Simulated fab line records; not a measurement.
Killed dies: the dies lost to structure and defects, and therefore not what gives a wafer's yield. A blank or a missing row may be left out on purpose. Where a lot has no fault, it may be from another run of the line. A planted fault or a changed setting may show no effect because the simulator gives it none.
Which of the tools did it? | flow nand-harc | route of 1302 steps, sampled at 1 step: 6 lots, 18 wafers

WHAT THE GAUGES SHOWED, per wafer
NHARC_P_M0_CD_MEAS_09: the cd target is 90 nm.
lot  | measured     | on        | cd-nm (nm)
L567 | day 5 20:25  | cd-sem-01 | 89.8 90.8 90.3
L575 | day 9 09:02  | cd-sem-03 | 90.0 90.0 90.5
L581 | day 11 19:58 | cd-sem-02 | 88.6 89.8 89.9
L583 | day 12 16:28 | cd-sem-01 | 90.3 91.1 89.8
L586 | day 14 00:55 | cd-sem-01 | 90.2 89.3 89.2
L588 | day 14 13:16 | cd-sem-02 | 90.3 90.2 89.2

WHICH TOOL RAN EACH LOT (tool, then ch and the chambers of the sampled wafers, then the start)
There is no process step in the record ahead of these readings.

THE ANSWER, worked out from the rows above alone
Rule: what is usual is taken from the lots themselves. The widest of any qualifying gaps counts: lots, ordered by their means at a reading, are off when they make up no more than a third of the lots, leave a main group of 4 or more, and stand apart from it by 3 or more times the standard deviation of that group's means. A main group whose means are all the same, to the digits that the tables above print for the reading, isn't used. A lot without any number at a reading at which 4 lots or more have one is off too. Where the step has rows for the other lots, those lots are counted as sound.
Nothing can be told from this: no lot is off at any reading shown.

WHAT HAD BEEN PUT IN BY THE SIMULATOR
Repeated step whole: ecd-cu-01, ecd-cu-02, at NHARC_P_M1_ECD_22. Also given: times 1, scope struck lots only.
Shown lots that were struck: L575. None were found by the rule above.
